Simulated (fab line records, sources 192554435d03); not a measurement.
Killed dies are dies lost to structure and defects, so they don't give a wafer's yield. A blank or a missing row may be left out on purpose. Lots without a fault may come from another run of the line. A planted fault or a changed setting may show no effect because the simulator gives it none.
Split-lot experiment | flow n5_finfet | 7 lots, 21 wafers read, on a route of 1938 steps

THE SPLIT
At N5_BEOL_M4_ALD_98 (deposits SiO2, target thk 2.5 nm, pulse time 1 s, co reactant pulse time 1 s), the setting ald_cycles was moved away from the recipe's 17 on 4 of the 21 wafers read, by -17.6% to +11.8%. The other wafers ran this setting at the recipe's value.

The reading is taken at the split's own step.

THE READING
SiO2_of_BEOL_M4_ALD_98.thk_nm (the simulator's own value, which no gauge read), in nm, at N5_BEOL_M4_ALD_98 (deposits SiO2, target thk 2.5 nm, pulse time 1 s, co reactant pulse time 1 s). The file gives no usual value for it. The 17 wafers here that ran the recipe average 2.6 nm, standard deviation 0.064 nm.

wafer  | tool, chamber at the split | ald_cycles as run | against the recipe | SiO2_of_BEOL_M4_ALD_98.thk_nm, nm | against lot-mates on the recipe
L076.1 | ald_sin-03, 3              | 17                | recipe             | 2.6                               | -
L076.6 | ald_sin-03, 3              | 17                | recipe             | 2.6                               | -
L076.4 | ald_sin-03, 0              | 17                | recipe             | 2.4                               | -
L079.2 | ald_sin-01, 3,0            | 17                | recipe             | 2.6                               | -
L079.6 | ald_sin-01, 3,0            | 17                | recipe             | 2.6                               | -
L079.3 | ald_sin-01, 1              | 15                | -11.8%             | 2.2                               | -0.4
L081.3 | ald_sin-01, 2              | 19                | +11.8%             | 2.8                               | +0.2
L081.4 | ald_sin-01, 0              | 17                | recipe             | 2.6                               | -
L081.5 | ald_sin-01, 0              | 17                | recipe             | 2.6                               | -
L083.1 | ald_sin-02, 2,1,2          | 17                | recipe             | 2.6                               | -
L083.3 | ald_sin-02, 2,1,2          | 17                | recipe             | 2.6                               | -
L083.6 | ald_sin-02, 2,1,2          | 17                | recipe             | 2.6                               | -
L086.1 | ald_sin-02, 1,0            | 14                | -17.6%             | 2                                 | -0.6
L086.3 | ald_sin-02, 1,0            | 14                | -17.6%             | 2                                 | -0.6
L086.2 | ald_sin-02, 2              | 17                | recipe             | 2.6                               | -
L088.4 | ald_sin-01, 1,3,0          | 17                | recipe             | 2.6                               | -
L088.5 | ald_sin-01, 1,3,0          | 17                | recipe             | 2.6                               | -
L088.6 | ald_sin-01, 1,3,0          | 17                | recipe             | 2.6                               | -
L089.1 | ald_sin-03, 0              | 17                | recipe             | 2.4                               | -
L089.2 | ald_sin-03, 3              | 17                | recipe             | 2.6                               | -
L089.6 | ald_sin-03, 3              | 17                | recipe             | 2.6                               | -
Where a row lists several chambers, the file gives one row for several wafers and doesn't say which wafer went through which chamber.

THE FIT
A straight line over all 21 wafers: SiO2_of_BEOL_M4_ALD_98.thk_nm changes by +0.03 nm for each +1% of ald_cycles; r = +0.95; the points scatter about the line by 0.069 nm.
The same after taking each lot's own level away (the mean of its wafers on the recipe; 21 wafers): +0.0308 nm for each +1%; r = +0.95; scatter 0.066 nm.
On that fit, the largest move of ald_cycles shifts the reading by 0.54 nm.
The lots' own levels span 2.53 to 2.60 nm, that is 1.0 times the standard deviation above.
So the lot-to-lot level changes the slope little: the two slopes agree.
Check: with one of the wafers moved furthest among these (-17.6%) left out of the fit, the line predicts -0.536 nm for it against its lot-mates. It came out at -0.6 nm against them.

OTHER SPLITS ON THESE WAFERS
These wafers also went through other splits before the reading. Each is held against what the fit with the lots' levels taken away leaves over:
other split on the same wafers | wafers away from the commonest value | r with SiO2_of_BEOL_M4_ALD_98.thk_nm (lot level and that fit taken away)
N5_BEOL_M4_ETCH_64 bias_w      | 2                                    | +0.40
N5_BEOL_M4_COAT_67 spin_rpm    | 8                                    | +0.04

THE FILE'S OWN FIT
SiO2_of_BEOL_M4_ALD_98.thk_nm changes by +0.03 nm for each +1% of ald_cycles, r = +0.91.
